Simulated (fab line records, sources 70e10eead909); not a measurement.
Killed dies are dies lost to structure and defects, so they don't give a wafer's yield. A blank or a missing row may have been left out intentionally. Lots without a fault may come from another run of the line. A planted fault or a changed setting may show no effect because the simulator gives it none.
Which tool is to blame? ; flow nand_harc ; 38 wafers from 13 lots sampled at 4 of the route's 1302 steps

WHAT THE GAUGES SHOWED, per wafer
The record lacks any reading of a measuring or inspecting step that a usual standard deviation could be used to judge.

EACH LOT AND THE TOOL THAT RAN IT (in order: tool; ch and the chambers of the sampled wafers; start)
lot;NHARC_A_STAIRCASE_STRIP_205;NHARC_A_STAIRCASE_TRIM_224;NHARC_A_STAIRCASE_ETCH_227;NHARC_A_STAIRCASE_TRIM_233
L947;plasma_asher-01 ch 0,1, day 15 20:51;rie_diel-03 ch 1,3, day 15 23:38;rie_diel-03 ch 0,1, no start;rie_diel-03 ch 1,2, no start
L946;plasma_asher-02 ch 0,1, day 16 07:28;rie_diel-13 ch 0,1,2, day 16 09:35;rie_diel-13 ch 0,3, no start;rie_diel-03 ch 0,1,2, no start
L949;plasma_asher-02 ch 0,1, day 16 15:41;rie_diel-07 ch 0,2,3, day 16 17:43;rie_diel-07 ch 0,2,3, no start;rie_diel-03 ch 0,2,3, no start
L948;plasma_asher-02 ch 0, day 16 16:28;rie_diel-13 ch 0,2,3, day 16 18:32;rie_diel-13 ch 0,2,3, no start;rie_diel-07 ch 1,3, no start
L950;plasma_asher-01 ch 0,1, day 17 17:58;rie_diel-13 ch 0,1,2, day 17 20:03;rie_diel-13 ch 0,2,3, no start;rie_diel-13 ch 1,2,3, no start
L951;plasma_asher-01 ch 0,1, day 18 20:40;rie_diel-07 ch 0,1,3, day 18 22:50;rie_diel-07 ch 0,2, no start;rie_diel-07 ch 2,3, no start
L956;plasma_asher-02 ch 1, day 20 07:31;rie_diel-07 ch 1,2, day 20 09:32;rie_diel-07 ch 0,1, no start;rie_diel-13 ch 1, no start
L961;plasma_asher-01 ch 0,1, day 22 13:23;rie_diel-03 ch 0,1, day 22 15:29;rie_diel-03 ch 0,1, no start;rie_diel-03 ch 1,2,3, no start
L965;plasma_asher-02 ch 0,1, day 23 16:42;rie_diel-07 ch 1,2,3, day 23 18:38;rie_diel-07 ch 0,1,2, no start;rie_diel-03 ch 0,1,3, no start
L964;plasma_asher-02 ch 0,1, day 23 17:10;rie_diel-13 ch 0,2, day 23 19:11;rie_diel-13 ch 1,2, no start;rie_diel-13 ch 0,1,3, no start
L966;plasma_asher-02 ch 0,1, day 24 13:02;rie_diel-13 ch 0,2,3, day 24 15:02;rie_diel-13 ch 1,2,3, no start;rie_diel-13 ch 0,3, no start
L967;plasma_asher-02 ch 0,1, day 24 13:41;rie_diel-07 ch 1,2, day 24 15:41;rie_diel-07 ch 2,3, no start;rie_diel-03 ch 1,2, no start
L968;plasma_asher-01 ch 0,1, day 25 14:35;rie_diel-07 ch 1,2,3, day 25 16:34;rie_diel-07 ch 1,2, no start;rie_diel-07 ch 0,2, no start
- NHARC_A_STAIRCASE_STRIP_205: strips in O2.
- NHARC_A_STAIRCASE_TRIM_224: chemistry O2, time 211.2 s.
- NHARC_A_STAIRCASE_ETCH_227: etches the open film in C4F8/O2, target depth 100 nm, time 40.5 s.
- NHARC_A_STAIRCASE_TRIM_233: chemistry O2, time 211.2 s.

WHAT THE TOOLS THEMSELVES READ (means of the sampled wafers that have a number; where no wafer has one, the mark that the record gives instead)
NHARC_A_STAIRCASE_STRIP_205.
lot;tool;drypump_motor_current_A (A);heater_power_w (W)
L947;plasma_asher-01;5.7;366
L946;plasma_asher-02;6.2;336
L949;plasma_asher-02;6.4;322
L948;plasma_asher-02;6.7;325
L950;plasma_asher-01;5.7;351
L951;plasma_asher-01;5.7;362
L956;plasma_asher-02;5.9;354
L961;plasma_asher-01;5.7;347
L965;plasma_asher-02;6.2;342
L964;plasma_asher-02;6.1;338
L966;plasma_asher-02;6.1;345
L967;plasma_asher-02;6.4;325
L968;plasma_asher-01;5.7;355

NHARC_A_STAIRCASE_TRIM_224.
lot;tool;drypump_motor_current_A (A);oes_product_au (a.u.);rf_vpp_V (V);run_length_s (s);showerhead_plenum_p_Torr (Torr);throttle_valve_pct (%)
L947;rie_diel-03;5.7;1.005;58.2;232.8;3.54;17.037
L946;rie_diel-13;5.5;1.005;57.4;232.5;3.61;17.039
L949;rie_diel-07;5.8;1.007;57.5;232.9;3.38;17.040
L948;rie_diel-13;5.8;1.002;57.8;232.7;3.56;17.036
L950;rie_diel-13;5.5;0.992;57.5;232.6;3.60;17.034
L951;rie_diel-07;6.0;1.002;57.6;232.8;3.45;17.031
L956;rie_diel-07;6.2;1.012;57.2;196.7;3.54;17.030
L961;rie_diel-03;6.0;1.009;58.0;232.2;3.36;17.038
L965;rie_diel-07;6.0;1.010;58.3;232.6;3.62;17.042
L964;rie_diel-13;5.6;0.994;57.6;232.3;3.50;17.036
L966;rie_diel-13;5.9;0.992;57.1;232.5;3.53;17.041
L967;rie_diel-07;6.4;1.007;58.5;232.6;3.56;17.032
L968;rie_diel-07;6.1;1.007;58.1;232.7;3.61;17.038

NHARC_A_STAIRCASE_ETCH_227.
lot;tool;bias_w (W);oes_product_au (a.u.);rf_vpp_V (V)
L947;rie_diel-03;999;0.929;892
L946;rie_diel-13;1001;0.944;898
L949;rie_diel-07;997;0.948;890
L948;rie_diel-13;1003;0.953;897
L950;rie_diel-13;999;0.938;897
L951;rie_diel-07;1000;0.937;892
L956;rie_diel-07;998;0.936;896
L961;rie_diel-03;1000;0.953;891
L965;rie_diel-07;1000;0.953;894
L964;rie_diel-13;999;0.940;899
L966;rie_diel-13;1001;0.942;898
L967;rie_diel-07;997;0.959;896
L968;rie_diel-07;997;0.966;898

NHARC_A_STAIRCASE_TRIM_233.
lot;tool;drypump_motor_current_A (A);oes_product_au (a.u.);rf_vpp_V (V);run_length_s (s);showerhead_plenum_p_Torr (Torr);throttle_valve_pct (%)
L947;rie_diel-03;5.5;0.994;57.9;232.5;3.49;17.044
L946;rie_diel-03;5.9;0.997;57.1;232.1;3.43;17.037
L949;rie_diel-03;6.2;1.002;57.6;232.1;3.45;17.032
L948;rie_diel-07;6.3;1.001;58.1;232.9;3.54;17.034
L950;rie_diel-13;5.8;0.991;57.2;232.5;3.60;17.039
L951;rie_diel-07;5.8;1.021;57.7;232.5;3.38;17.031
L956;rie_diel-13;5.4;0.989;58.8;232.8;3.73;17.041
L961;rie_diel-03;5.8;1.005;57.4;232.5;3.49;17.042
L965;rie_diel-03;5.8;1.006;57.1;232.7;3.42;17.034
L964;rie_diel-13;5.7;0.989;57.8;232.5;3.61;17.028
L966;rie_diel-13;6.0;0.998;57.6;232.7;3.56;17.032
L967;rie_diel-03;5.8;1.012;57.7;232.6;3.45;17.038
L968;rie_diel-07;5.8;1.019;57.3;232.7;3.40;17.034

THE ANSWER, worked out from the rows above alone
Rule: the lots themselves supply what counts as usual. The widest of any qualifying gaps counts: lots, ordered by their means at a reading, are off when they make up no more than a third of the lots, leave a main group of 4 or more, and stand apart from it by 3 or more times the standard deviation of that group's means. A main group is skipped when, at the precision printed for the reading in the tables above, its means are all equal. A lot without any number at a reading at which 4 lots or more have one is off too. All remaining lots with rows at the step are treated as sound. Order of review: gauges by route order, followed by the tools' own readings, for which a lot's mean as printed above is used. At the first step where some lot is off, the reading lying furthest off is the one used; lots without a number count as furthest.
Off at NHARC_A_STAIRCASE_TRIM_224 (run_length_s): L956. Mean 232.6 s and standard deviation 0.2 in the main group.
A tool fits if, at that step or a process step before it, it ran every lot that is off, and no sound lot after the first of them. Of those tried, none fits.

WHAT THE SIMULATOR HAD INSERTED
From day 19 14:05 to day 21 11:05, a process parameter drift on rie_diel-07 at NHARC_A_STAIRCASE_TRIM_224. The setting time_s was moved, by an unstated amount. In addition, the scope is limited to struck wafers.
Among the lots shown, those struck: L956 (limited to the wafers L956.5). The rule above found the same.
